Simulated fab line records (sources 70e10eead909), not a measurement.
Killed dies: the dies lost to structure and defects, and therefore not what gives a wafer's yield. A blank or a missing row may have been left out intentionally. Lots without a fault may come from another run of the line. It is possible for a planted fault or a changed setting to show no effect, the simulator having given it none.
Matching of chambers + flow nandHarc + 4 sister chambers for NHARC_A_CONTACT_DESCUM_47 on rieDiel-07
The step chemistry O2, time 3 s. 16 wafers are shown with their chamber, then 8 later ones without.

== WAFERS, EACH WITH ITS CHAMBER ==
| wafer  | chamber | drypumpMotorCurrentA (A) | showerheadPlenumPTorr (Torr) | throttleValvePct (%) |
|--------|---------|--------------------------|------------------------------|----------------------|
| L414.2 | 1       | 5.0                      | 1.86                         | 11.307               |
| L414.4 | 0       | 5.7                      | 1.86                         | 11.301               |
| L414.6 | 2       | 6.6                      | 1.99                         | 11.307               |
| L415.4 | 0       | 5.7                      | 1.85                         | 11.313               |
| L415.5 | 2       | 6.6                      | 1.99                         | 11.319               |
| L415.6 | 3       | 5.4                      | 1.91                         | 11.314               |
| L418.1 | 2       | 6.7                      | 1.99                         | 11.319               |
| L418.3 | 1       | 4.9                      | 1.86                         | 11.302               |
| L418.5 | 3       | 5.4                      | 1.91                         | 11.319               |
| L428.2 | 1       | 4.9                      | 1.86                         | 11.297               |
| L428.4 | 3       | 5.4                      | 1.91                         | 11.334               |
| L428.5 | 3       | 5.4                      | 1.91                         | 11.302               |
| L431.1 | 3       | 5.4                      | 1.90                         | 11.303               |
| L431.2 | 1       | 4.9                      | 1.86                         | 11.300               |
| L431.4 | 0       | 5.7                      | 1.85                         | 11.309               |
| L432.2 | 3       | 5.4                      | 1.90                         | 11.305               |

SIGNATURES, as means of the wafers listed above
| reading               | chamber 0 | chamber 1 | chamber 2 | chamber 3 | scatter within a chamber |
|-----------------------|-----------|-----------|-----------|-----------|--------------------------|
| drypumpMotorCurrentA  | 5.700     | 4.925     | 6.633     | 5.400     | 0.0344                   |
| showerheadPlenumPTorr | 1.8533    | 1.8600    | 1.9900    | 1.9067    | 0.00408                  |
| throttleValvePct      | 11.30767  | 11.30150  | 11.31500  | 11.31283  | 0.00907                  |
Rule: a wafer lies at a distance from a chamber equal to the root of the sum of squares, over the readings, of (its reading less the chamber's mean, divided by the reading's scatter). If the next closest chamber is less than 2 further off than the closest, the wafer can't be placed; otherwise it belongs to the closest. The scatter: take each reading less its chamber's mean, square it, sum over the shown wafers, divide by the number of wafers less the number of chambers, and take the root.

== WAFERS WHOSE CHAMBER IS MISSING ==
| wafer  | drypumpMotorCurrentA (A) | showerheadPlenumPTorr (Torr) | throttleValvePct (%) |
|--------|--------------------------|------------------------------|----------------------|
| L432.4 | 4.9                      | 1.86                         | 11.320               |
| L432.6 | 6.6                      | 1.98                         | 11.312               |
| L434.3 | 5.4                      | 1.90                         | 11.303               |
| L434.4 | 6.6                      | 1.98                         | 11.308               |
| L434.5 | 6.6                      | 1.98                         | 11.327               |
| L436.2 | 5.4                      | 1.90                         | 11.308               |
| L436.3 | 5.7                      | 1.84                         | 11.311               |
| L436.5 | 5.7                      | 1.84                         | 11.312               |

== EACH ONE'S CHAMBER ==
| wafer  | from the rows above | in truth |
|--------|---------------------|----------|
| L432.4 | 1                   | 1        |
| L432.6 | 2                   | 2        |
| L434.3 | 3                   | 3        |
| L434.4 | 2                   | 2        |
| L434.5 | 2                   | 2        |
| L436.2 | 3                   | 3        |
| L436.3 | 0                   | 0        |
| L436.5 | 0                   | 0        |
8 of 8 placed correctly. From these rows, 0 cannot be placed. Placed wrongly: 0.
